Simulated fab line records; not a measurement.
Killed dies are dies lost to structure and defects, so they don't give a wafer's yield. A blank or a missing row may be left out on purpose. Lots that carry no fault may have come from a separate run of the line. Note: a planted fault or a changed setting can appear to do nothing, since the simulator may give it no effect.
Split-lot trial || flow n5Finfet || on a route of 1938 steps: 7 lots, 21 wafers read

THE SPLIT
At N5_SD_EPI_P_PEB_07 (peb time 60 s), the setting pebTimeS was moved away from the recipe's 60 s on 9 of the 21 wafers read, by -19.6% to +16.3%. All remaining wafers had this setting at the recipe value.

FROM THE SPLIT TO THE READING: what the file shows between them, 1 step
- N5_SD_EPI_P_DEVELOP_08: develop time 30 s

THE READING
cdNm, in nm, at N5_SD_EPI_P_CD_MEAS_09 (target cd 240 nm). A value of 240.3 nm with a standard deviation of 0.89 nm is what fault-free wafers of this fab line usually give.

{"wafer": "L076.1", "tool, chamber at the split": "lithoTrack-05, 0", "pebTimeS as run, s": 60, "against the recipe": "recipe", "cdNm, nm": 241.6, "against lot-mates on the recipe": "-"}
{"wafer": "L076.3", "tool, chamber at the split": "lithoTrack-05, 0", "pebTimeS as run, s": 67.93, "against the recipe": "+13.2%", "cdNm, nm": 244.8, "against lot-mates on the recipe": "+3.2"}
{"wafer": "L076.6", "tool, chamber at the split": "lithoTrack-05, 0", "pebTimeS as run, s": 67.93, "against the recipe": "+13.2%", "cdNm, nm": 244.7, "against lot-mates on the recipe": "+3.1"}
{"wafer": "L077.1", "tool, chamber at the split": "lithoTrack-04, 0", "pebTimeS as run, s": 68.34, "against the recipe": "+13.9%", "cdNm, nm": 245.1, "against lot-mates on the recipe": "no lot-mate on the recipe"}
{"wafer": "L077.2", "tool, chamber at the split": "lithoTrack-04, 0", "pebTimeS as run, s": 68.34, "against the recipe": "+13.9%", "cdNm, nm": 244.4, "against lot-mates on the recipe": "no lot-mate on the recipe"}
{"wafer": "L077.6", "tool, chamber at the split": "lithoTrack-04, 0", "pebTimeS as run, s": 68.34, "against the recipe": "+13.9%", "cdNm, nm": 244.8, "against lot-mates on the recipe": "no lot-mate on the recipe"}
{"wafer": "L081.1", "tool, chamber at the split": "lithoTrack-03, 0", "pebTimeS as run, s": 60, "against the recipe": "recipe", "cdNm, nm": 240.7, "against lot-mates on the recipe": "-"}
{"wafer": "L081.2", "tool, chamber at the split": "lithoTrack-03, 0", "pebTimeS as run, s": 60, "against the recipe": "recipe", "cdNm, nm": 240.9, "against lot-mates on the recipe": "-"}
{"wafer": "L081.3", "tool, chamber at the split": "lithoTrack-03, 0", "pebTimeS as run, s": 60, "against the recipe": "recipe", "cdNm, nm": 241.3, "against lot-mates on the recipe": "-"}
{"wafer": "L084.2", "tool, chamber at the split": "lithoTrack-04, 0", "pebTimeS as run, s": 69.11, "against the recipe": "+15.2%", "cdNm, nm": 243.8, "against lot-mates on the recipe": "+4.1"}
{"wafer": "L084.4", "tool, chamber at the split": "lithoTrack-04, 0", "pebTimeS as run, s": 60, "against the recipe": "recipe", "cdNm, nm": 239.5, "against lot-mates on the recipe": "-"}
{"wafer": "L084.6", "tool, chamber at the split": "lithoTrack-04, 0", "pebTimeS as run, s": 60, "against the recipe": "recipe", "cdNm, nm": 240.0, "against lot-mates on the recipe": "-"}
{"wafer": "L085.1", "tool, chamber at the split": "lithoTrack-04, 0", "pebTimeS as run, s": 60, "against the recipe": "recipe", "cdNm, nm": 238.6, "against lot-mates on the recipe": "-"}
{"wafer": "L085.2", "tool, chamber at the split": "lithoTrack-04, 0", "pebTimeS as run, s": 48.22, "against the recipe": "-19.6%", "cdNm, nm": 231.8, "against lot-mates on the recipe": -6.9}
{"wafer": "L085.5", "tool, chamber at the split": "lithoTrack-04, 0", "pebTimeS as run, s": 60, "against the recipe": "recipe", "cdNm, nm": 238.9, "against lot-mates on the recipe": "-"}
{"wafer": "L088.1", "tool, chamber at the split": "lithoTrack-05, 0", "pebTimeS as run, s": 69.8, "against the recipe": "+16.3%", "cdNm, nm": 244.6, "against lot-mates on the recipe": "+3.4"}
{"wafer": "L088.5", "tool, chamber at the split": "lithoTrack-05, 0", "pebTimeS as run, s": 69.8, "against the recipe": "+16.3%", "cdNm, nm": 244.7, "against lot-mates on the recipe": "+3.5"}
{"wafer": "L088.6", "tool, chamber at the split": "lithoTrack-05, 0", "pebTimeS as run, s": 60, "against the recipe": "recipe", "cdNm, nm": 241.2, "against lot-mates on the recipe": "-"}
{"wafer": "L094.1", "tool, chamber at the split": "lithoTrack-05, 0", "pebTimeS as run, s": 60, "against the recipe": "recipe", "cdNm, nm": 239.4, "against lot-mates on the recipe": "-"}
{"wafer": "L094.3", "tool, chamber at the split": "lithoTrack-05, 0", "pebTimeS as run, s": 60, "against the recipe": "recipe", "cdNm, nm": 239.7, "against lot-mates on the recipe": "-"}
{"wafer": "L094.6", "tool, chamber at the split": "lithoTrack-05, 0", "pebTimeS as run, s": 60, "against the recipe": "recipe", "cdNm, nm": 240.9, "against lot-mates on the recipe": "-"}

THE FIT
A straight line over all 21 wafers: cdNm changes by +0.337 nm for each +1% of pebTimeS; r = +0.96; the points scatter about the line by 0.97 nm.
The same after taking each lot's own level away (the mean of its wafers on the recipe; 18 wafers): +0.272 nm for each +1%; r = +0.97; scatter 0.58 nm.
Per that fit: largest pebTimeS move, reading shift of 5.3 nm.
Measured against the standard deviation above, the lots' own levels, which go from 238.75 to 241.60 nm, span 3.2 times it.
Thus the slope moves with the lot-to-lot level: the two fits are different.
Check: -4.53 nm against its lot-mates is what the line predicts for one of the wafers moved furthest among these (-19.6%) when that wafer is left out of the fit. It came out at -6.95 nm against them.

THE WHOLE CHAIN: every reading that the file lists as answering this split, in the file's order
{"step": "N5_SD_EPI_P_CD_MEAS_09", "what it does": "target cd 240 nm", "reading": "cdNm", "change (the file's fit)": "+0.281 nm for each +1% of the setting", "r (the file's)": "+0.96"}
{"step": "N5_SD_EPI_P_DESCUM_14", "what it does": "chemistry O2, time 7.9 s", "reading": "SD_EPI_P.cdNm (the simulator's own value, which no gauge read)", "change (the file's fit)": "+0.271 nm for each +1% of the setting", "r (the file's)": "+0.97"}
{"step": "N5_SD_EPI_P_ETCH_36", "what it does": "etches SiARC in CF4, target depth 45.5 nm, time 75.8 s", "reading": "SD_EPI_P.cdNm (the simulator's own value, which no gauge read)", "change (the file's fit)": "+0.275 nm for each +1% of the setting", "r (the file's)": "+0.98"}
{"step": "N5_SD_EPI_P_ETCH_37", "what it does": "etches SOC in N2/H2, overetch 108 nm, time 486 s", "reading": "SD_EPI_P.cdNm (the simulator's own value, which no gauge read)", "change (the file's fit)": "+0.255 nm for each +1% of the setting", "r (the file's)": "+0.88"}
{"step": "N5_SD_EPI_P_ETCHBACK_46", "what it does": "etches SiNx in CH3F/O2, stops on SiO2, target depth 17.5 nm", "reading": "SD_EPI_P.cdNm (the simulator's own value, which no gauge read)", "change (the file's fit)": "+0.25 nm for each +1% of the setting", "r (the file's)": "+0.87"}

THE FILE'S OWN FIT
cdNm changes by +0.281 nm for each +1% of pebTimeS, r = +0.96.
